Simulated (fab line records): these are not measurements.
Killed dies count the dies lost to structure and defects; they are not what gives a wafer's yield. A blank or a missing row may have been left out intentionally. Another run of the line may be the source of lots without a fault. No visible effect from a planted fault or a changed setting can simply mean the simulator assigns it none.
Which tool is to blame? -- flow n5 finfet -- Sampling: 14 lots, 42 wafers, 4 of 1938 route steps

WHAT EACH GAUGE READ, for each wafer
N5_MIM_TOP_LITHO_CD_MEAS_08: target cd 2000 nm.
lot,measured,on,cd nm (nm)
L545,day 12 00:35,cd sem-03,1999.0 2000.0 1999.0
L546,day 12 04:23,cd sem-01,1998.2 1998.5 1998.1
L547,day 12 05:45,cd sem-01,2003.2 2001.5 2001.8
L552,day 13 15:34,cd sem-02,- - -
L553,day 13 23:38,cd sem-01,- - -
L559,day 15 03:00,cd sem-03,2002.9 2000.1 2001.3
L558,day 15 07:17,cd sem-02,1998.8 2000.8 2000.3
L561,day 15 13:42,cd sem-01,1997.2 1997.3 1995.8
L560,day 15 13:55,cd sem-01,1998.6 2000.5 1998.3
L565,day 16 14:34,cd sem-02,2000.0 1999.5 1999.7
L562,day 16 17:14,cd sem-01,1997.3 2001.9 1998.5
L564,day 16 18:07,cd sem-02,1999.6 2000.4 1996.5
L563,day 16 21:09,cd sem-01,1997.4 1998.6 1997.4
L568,day 17 23:14,cd sem-03,2001.1 2001.6 2002.7

WHICH TOOL RAN EACH LOT (tool, then ch and the chambers of the sampled wafers, then the start)
lot,N5_BEOL_M15_SPUTTER_44,N5_MIM_TOP_ALD_00,N5_MIM_TOP_LITHO_EXPOSE_05
L545,"pvd sputter-03, day 11 18:59","ald hk-01 ch 0,2,3, day 11 23:20","krf scanner-02 ch 0, day 12 00:25"
L546,"pvd sputter-03, day 11 22:41","ald hk-03 ch 0,3, day 12 01:16","krf scanner-01 ch 0, day 12 04:12"
L547,"pvd sputter-01, day 12 00:26","ald hk-02 ch 0,1,3, day 12 04:10","krf scanner-02 ch 0, day 12 05:35"
L552,"pvd sputter-03, day 13 10:23","ald hk-02 ch 0,1,2, day 13 13:51","krf scanner-01, day 13 15:23"
L553,"pvd sputter-02, day 13 17:39","ald hk-02 ch 0,1, day 13 20:48","krf scanner-02, day 13 23:28"
L559,"pvd sputter-01, day 14 22:11","ald hk-03 ch 0,2,3, day 15 01:27","krf scanner-01 ch 0, day 15 02:49"
L558,"pvd sputter-01, day 15 01:38","ald hk-03 ch 0,1,2, day 15 04:18","krf scanner-01 ch 0, day 15 07:07"
L561,"pvd sputter-02, day 15 08:28","ald hk-02 ch 2,3, day 15 12:08","krf scanner-02 ch 0, day 15 13:31"
L560,"pvd sputter-01, day 15 08:53","ald hk-01 ch 2,3, day 15 12:42","krf scanner-01 ch 0, day 15 13:44"
L565,"pvd sputter-02, day 16 10:48","ald hk-01 ch 0,2,3, day 16 13:40","krf scanner-01 ch 0, day 16 14:24"
L562,"pvd sputter-03, day 16 12:31","ald hk-01 ch 0,1,2, day 16 15:07","krf scanner-02 ch 0, day 16 17:04"
L564,"pvd sputter-03, day 16 13:05","ald hk-03 ch 1,3, day 16 17:01","krf scanner-01 ch 0, day 16 17:56"
L563,"pvd sputter-02, day 16 13:31","ald hk-01 ch 0,1,2, day 16 17:24","krf scanner-01 ch 0, day 16 20:59"
L568,"pvd sputter-03, day 17 15:34","ald hk-01 ch 1,2, day 17 21:58","krf scanner-01 ch 0, day 17 23:04"
- N5_BEOL_M15_SPUTTER_44: material Ta, target thk 15 nm, time 24.19 s.
- N5_MIM_TOP_ALD_00: deposits Al2O3, purge time 3 s, co reactant pulse time 3 s.
- N5_MIM_TOP_LITHO_EXPOSE_05: exposes mask MIM TOP, target cd 2000 nm.

AS READ BY THE TOOLS THEMSELVES (means over the sampled wafers that have a number; for cases with no such wafer, the mark the record gives instead)
N5_BEOL_M15_SPUTTER_44.
lot,tool,throttle valve pct (%)
L545,pvd sputter-03,30.2
L546,pvd sputter-03,30.0
L547,pvd sputter-01,30.1
L552,pvd sputter-03,30.2
L553,pvd sputter-02,30.9
L559,pvd sputter-01,30.5
L558,pvd sputter-01,31.3
L561,pvd sputter-02,29.9
L560,pvd sputter-01,29.4
L565,pvd sputter-02,29.3
L562,pvd sputter-03,30.4
L564,pvd sputter-03,30.8
L563,pvd sputter-02,30.6
L568,pvd sputter-03,28.8

N5_MIM_TOP_ALD_00.
lot,tool,precursor pulse height rel
L545,ald hk-01,0.992
L546,ald hk-03,0.986
L547,ald hk-02,0.996
L552,ald hk-02,1.010
L553,ald hk-02,1.015
L559,ald hk-03,0.982
L558,ald hk-03,0.998
L561,ald hk-02,1.013
L560,ald hk-01,1.002
L565,ald hk-01,0.967
L562,ald hk-01,0.989
L564,ald hk-03,1.011
L563,ald hk-01,1.000
L568,ald hk-01,0.998

N5_MIM_TOP_LITHO_EXPOSE_05.
lot,tool,exposure dose mJ cm2,focus offset nm (nm)
L545,krf scanner-02,20.49,-0.2
L546,krf scanner-01,20.57,0.6
L547,krf scanner-02,20.50,-0.2
L552,krf scanner-01,-,-
L553,krf scanner-02,-,-
L559,krf scanner-01,20.60,-0.0
L558,krf scanner-01,20.58,-0.2
L561,krf scanner-02,20.46,-0.3
L560,krf scanner-01,20.59,-0.3
L565,krf scanner-01,20.57,0.0
L562,krf scanner-02,20.50,0.2
L564,krf scanner-01,20.55,-0.4
L563,krf scanner-01,20.59,0.2
L568,krf scanner-01,20.58,-0.4

THE ANSWER, worked out from the rows above alone
Rule: usual is defined by the lots themselves. Put in order of their means at a reading, lots are off if they are a third of the lots or fewer, leave a main group of 4 or more, and stand apart from it by a gap of 3 or more times the standard deviation of the main group's means; of several such gaps the widest counts. A main group whose means are all the same, to the digits that the tables above print for the reading, isn't used. Also off: a lot with no number at a reading for which 4 or more lots have one. All remaining lots with rows at the step are treated as sound. The gauges are gone through in route order, then the tools' own readings, and for those a lot's mean is taken as printed above. The first step at which some lot is off is used, and at that step the reading that is off furthest; a lot without a number counts as furthest.
Off, at N5_MIM_TOP_LITHO_CD_MEAS_08 on cd nm: L552, L553. Without a number there: L552, L553. For the main group the mean is 1999.5 nm and the standard deviation 1.6.
A tool fits if, at a process step before that reading, it ran every lot that is off, and no sound lot after the first of them. Not tried: the gauges at N5_MIM_TOP_LITHO_CD_MEAS_08; whatever is off there is also off at N5_MIM_TOP_LITHO_EXPOSE_05, on other tools, and gauge error can't account for it. Of those tried, none fits.

WHAT THE SIMULATOR HAD INSERTED
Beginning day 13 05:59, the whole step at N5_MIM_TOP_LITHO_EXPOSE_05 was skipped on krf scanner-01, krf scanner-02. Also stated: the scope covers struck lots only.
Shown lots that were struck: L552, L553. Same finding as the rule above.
